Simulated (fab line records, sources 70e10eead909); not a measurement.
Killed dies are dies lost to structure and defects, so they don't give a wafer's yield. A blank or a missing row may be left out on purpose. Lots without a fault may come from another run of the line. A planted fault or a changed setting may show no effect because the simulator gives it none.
fab line records | flow nand_harc
record lots=13 wafers=37 last_day=33
route steps=1302 shown A_M1@1199 A_BONDPAD@1210
lots that met no fault: from a run of the same line without faults
start_h: hours from the record's first day to the start of the lot's first wafer shown | wait_h: hours since the lot's step before | " the same as in the row above | L1.1+2: a row that stands for several wafers | - no value, or no start given | * or withheld: withheld | < > ~ a bound
route shown NAME@n: a module of which the file shows steps, and the number in the route of the first | usual: mean/standard deviation of fault-free wafers | same: alike in all rows | chamber/n: place in a boat | sites: the reading at each site | _std_site: their standard deviation | _edge_site: outer sites' mean less inner sites' | radius_mm: how far each site lies from the wafer's centre | mask NAME#n: copy n | behind: the tool/chamber that last shaped the wafer | hold: why the lot was held/for how many hours/how that ended | device: the transistor (n, p or np) that didn't switch | end of line: the same wafers' tests at the end of the route | a step without rows: its recipe alone | killed: dies lost to structure and defects at the first sort, not the wafer's yield | map: a wafer's dies, x killed, . not, _ none there
set.NAME: the setting as run; set.NAME@STEP: as run at that earlier step | model.NAME: the simulator's own value behind a step, which no gauge read
steps of the route over a sample of lots; a table a step, a row a wafer
services: from which hour (start_h, from the record's first day; less than 0 if before it) a tool's chamber was out of use, for how many hours, and why
## steps
# step NHARC_A_M1_INSPECT_27
# usual raw_defect_count=601/170
# columns lot.wafer tool chamber start_h wait_h raw_defect_count
L204.1 defect_inspect-01 - 551.09 0.0 683
L204.3 " - " " 775
L204.4 " - " " 607
L205.1 defect_inspect-02 - 564.73 0.0 352
L205.2 " - " " 364
L205.5 " - " " 468
L206.1 defect_inspect-02 - 593.37 0.0 470
L206.2 " - " " 449
L206.5 " - " " 409
L209.1 defect_inspect-02 - 595.08 0.0 863
L209.2 " - " " 718
L209.5 " - " " 606
L208.2 defect_inspect-02 - 604.28 0.0 737
L208.4 " - " " 713
L208.6 " - " " 627
L212.3 defect_inspect-02 - 630.87 0.0 589
L219.1 defect_inspect-01 - 709.78 0.0 630
L219.3 " - " " 536
L219.6 " - " " 695
L218.2 defect_inspect-02 - 711.75 0.0 607
L218.4 " - " " 634
L218.6 " - " " 700
L220.1 defect_inspect-01 - 716.83 0.0 1294
L220.2 " - " " 633
L220.4 " - " " 1070
L221.1 defect_inspect-02 - 730.00 0.0 540
L221.2 " - " " 644
L221.6 " - " " 513
L222.3 defect_inspect-01 - 735.25 0.0 563
L222.4 " - " " 472
L222.6 " - " " 585
L223.3 defect_inspect-01 - 755.49 0.0 541
L223.4 " - " " 540
L223.5 " - " " 495
L224.3 defect_inspect-01 - 767.09 0.0 515
L224.4 " - " " 465
L224.5 " - " " 444
# step NHARC_A_BONDPAD_SOFTBAKE_04
# recipe temp_c=125 time_s=70
# usual heater_power_total_W=200.9/1.2
# columns lot.wafer tool chamber start_h wait_h heater_power_total_W
L204.1 litho_track-03 0 552 - 200.1
L204.3 " 0 " " 201.8
L204.4 " 0 " " 199.1
L205.1 litho_track-03 0 566 - 202.5
L205.2 " 0 " " 199.9
L205.5 " 0 " " 201.2
L206.1 litho_track-02 0 595 - 200.6
L206.2 " 0 " " 201.7
L206.5 " 0 " " 199.4
L209.1 litho_track-03 0 596 - 199.7
L209.2 " 0 " " 200.1
L209.5 " 0 " " 200.2
L208.2 litho_track-03 0 605 - 202.6
L208.4 " 0 " " 200.7
L208.6 " 0 " " 199.8
L212.3 litho_track-03 0 632 - 205.9
L219.1 litho_track-03 0 711 - 199.1
L219.3 " 0 " " 200.1
L219.6 " 0 " " 200.3
L218.2 litho_track-02 0 713 - 202.4
L218.4 " 0 " " 202.7
L218.6 " 0 " " 202.3
L220.1 litho_track-03 0 718 - 199.6
L220.2 " 0 " " 200.0
L220.4 " 0 " " 199.8
L221.1 litho_track-07 0 731 - 201.0
L221.2 " 0 " " 202.5
L221.6 " 0 " " 199.4
L222.3 litho_track-07 0 736 - 202.6
L222.4 " 0 " " 202.3
L222.6 " 0 " " 199.3
L223.3 litho_track-07 0 756 - 202.1
L223.4 " 0 " " 200.9
L223.5 " 0 " " 202.4
L224.3 litho_track-07 0 768 - 200.1
L224.4 " 0 " " 199.6
L224.5 " 0 " " 202.2
# step NHARC_A_BONDPAD_DESCUM_11
# recipe time_s=3 o2_flow_sccm=200 ar_flow_sccm=0 bias_power_w=0 chemistry=O2
# usual drypump_motor_current_A=5.8/0.36 oes_product_au=1.000/0.01 rf_vpp_V=57.7/0.96 showerhead_plenum_p_Torr=1.92/0.073 throttle_valve_pct=11.312/0.0092
# columns lot.wafer tool chamber start_h wait_h drypump_motor_current_A oes_product_au rf_hours_counter_h rf_vpp_V showerhead_plenum_p_Torr throttle_valve_pct
L204.4 rie_diel-13 2 553.23 - 5.7 1.012 9 57.5 1.87 11.325
L204.1 " 0 " " 5.4 0.987 8 57.1 1.94 11.328
L204.3 " 1 " " 5.4 0.990 7 59.2 2.02 11.312
L205.2 rie_diel-13 0 566.74 - 5.3 0.990 12 58.7 1.94 11.312
L205.1 " 1 " " 5.4 0.991 13 58.5 2.02 11.295
L205.5 " 1 " " 5.4 1.001 - 58.8 2.02 11.301
L206.1 rie_diel-12 1 595.70 - 5.8 1.013 21 58.5 1.83 11.318
L206.2 " 0 " " 5.2 1.006 26 58.6 1.80 11.321
L206.5 " 1 " " 5.8 1.012 - 57.7 1.83 11.339
L209.2 rie_diel-12 0 597.46 - 5.2 1.007 26 57.9 1.80 11.324
L209.1 " 3 " " 5.7 0.985 27 58.3 1.94 11.314
L209.5 " 1 " " 5.8 0.997 - 57.5 1.83 11.324
L208.2 rie_diel-12 3 606.42 - 5.7 0.984 30 57.4 1.94 11.314
L208.4 " 1 " " 5.8 1.005 23 56.9 1.83 11.325
L208.6 " 3 " " 5.7 0.995 - 57.8 1.94 11.318
L212.3 rie_diel-01 1 633.00 - 5.6 1.014 1 57.8 1.96 11.329
L219.1 rie_diel-01 2 711.81 - 6.1 1.001 3 58.1 1.95 11.305
L219.3 " 3 " " 5.5 1.007 4 58.4 1.94 11.318
L219.6 " 1 " " 5.6 1.005 - 59.2 1.96 11.310
L218.4 rie_diel-01 3 713.93 - 5.5 0.975 4 58.5 1.94 11.308
L218.2 " 0 " " 6.0 1.003 4 57.6 2.01 11.310
L218.6 " 3 " " 5.4 0.979 - 57.7 1.94 11.326
L220.1 rie_diel-12 3 719.00 - 5.7 0.989 17 57.5 1.93 11.298
L220.2 " 0 " " 5.2 1.011 17 56.9 1.79 11.318
L220.4 " 3 " " 5.7 1.001 - 57.1 1.93 11.333
L221.2 rie_diel-01 0 732.16 - 6.0 1.014 4 57.9 2.01 11.305
L221.1 " 2 " " 6.1 1.006 4 57.5 1.95 11.303
L221.6 " 1 " " 5.6 1.006 - 58.3 1.96 11.308
L222.3 rie_diel-12 0 737.42 - 5.1 1.003 20 57.3 1.79 11.311
L222.4 " 1 " " 5.8 1.008 20 57.2 1.83 11.307
L222.6 " 0 " " 5.2 1.010 - 58.2 1.79 11.312
L223.4 rie_diel-13 2 757.52 - 5.7 1.007 17 55.8 1.85 11.321
L223.3 " 0 " " 5.4 0.983 17 57.7 1.92 11.303
L223.5 " 3 " " 6.3 0.989 - 58.2 1.91 11.316
L224.3 rie_diel-01 1 769.41 - 5.6 1.000 1 57.9 1.96 11.304
L224.5 " 2 " " 6.1 0.995 - 59.8 1.95 11.314
L224.4 " 1 " " 5.6 0.981 - 58.7 1.96 11.300
# step NHARC_A_BONDPAD_CD_MEAS_13
# usual cd_nm=499.2/2.1
# columns lot.wafer tool chamber start_h wait_h cd_nm
L204.1 cd_sem-03 - 553.55 - 498.7
L204.3 " - " " 499.1
L204.4 " - " " 500.5
L205.1 cd_sem-03 - 567.11 - 501.2
L205.2 " - " " 502.8
L205.5 " - " " 501.1
L206.1 cd_sem-01 - 596.02 - 498.6
L206.2 " - " " 495.5
L206.5 " - " " 497.6
L209.1 cd_sem-02 - 597.77 - 503.4
L209.2 " - " " 498.0
L209.5 " - " " 503.5
L208.2 cd_sem-03 - 606.73 - 499.2
L208.4 " - " " 500.9
L208.6 " - " " 498.0
L212.3 cd_sem-03 - 633.33 - 501.2
L219.1 cd_sem-01 - 712.10 - 496.7
L219.3 " - " " 498.9
L219.6 " - " " 497.4
L218.2 cd_sem-03 - 714.24 - 499.1
L218.4 " - " " 500.2
L218.6 " - " " 499.4
L220.1 cd_sem-03 - 719.36 - 497.2
L220.2 " - " " 498.7
L220.4 " - " " 496.8
L221.1 cd_sem-03 - 732.48 - 498.8
L221.2 " - " " 499.8
L221.6 " - " " 504.3
L222.3 cd_sem-03 - 737.74 - 495.8
L222.4 " - " " 497.4
L222.6 " - " " 495.1
L223.3 cd_sem-02 - 757.84 - 498.5
L223.4 " - " " 496.8
L223.5 " - " " 500.2
L224.3 cd_sem-03 - 769.76 - 500.8
L224.4 " - " " 500.4
L224.5 " - " " 496.6
## services
# columns tool chamber start_h hours kind
rie_diel-12 0 552.46 - clean
rie_diel-12 1 552.46 - clean
rie_diel-12 2 552.46 - clean
rie_diel-12 3 552.46 - clean
rie_diel-01 - 557.80 9.0 pm
rie_diel-12 0 576.96 - clean
rie_diel-12 1 576.96 - clean
rie_diel-12 2 576.96 - clean
rie_diel-12 3 576.96 - clean
litho_track-02 - 577.00 7.0 pm
rie_diel-01 - 597.45 7.6 repair
litho_track-07 - 601.00 7.0 pm
rie_diel-12 0 601.87 - clean
rie_diel-12 - 622.40 9.0 pm
litho_track-03 - 625.00 7.0 pm
rie_diel-01 1 661.35 1.5 repair
rie_diel-13 - 696.01 9.0 pm
rie_diel-12 2 715.95 3.5 repair
rie_diel-13 0 725.05 1.8 repair
rie_diel-13 2 733.03 2.9 repair
rie_diel-01 - 734.80 9.0 pm
litho_track-02 - 752.00 7.0 pm
rie_diel-01 0 756.53 4.3 repair
rie_diel-01 3 766.32 9.0 repair
## key
first_sign step=NHARC_A_BONDPAD_SOFTBAKE_04 reading=heater_power_total_W direction=up sigmas=4.1 usual=* struck=*
effect none on later readings
met_at NHARC_A_BONDPAD_SOFTBAKE_04
struck_lots L212
not_acting_at NHARC_A_M1_INSPECT_27,NHARC_A_BONDPAD_DESCUM_11,NHARC_A_BONDPAD_CD_MEAS_13
onset_between 605 632
fault kind=process_parameter_drift tool=litho_track-03 chamber=- onset_h=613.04 steps=NHARC_A_BONDPAD_SOFTBAKE_04 channel=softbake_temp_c offset=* shape=step end_h=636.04 acts_in=* stated=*
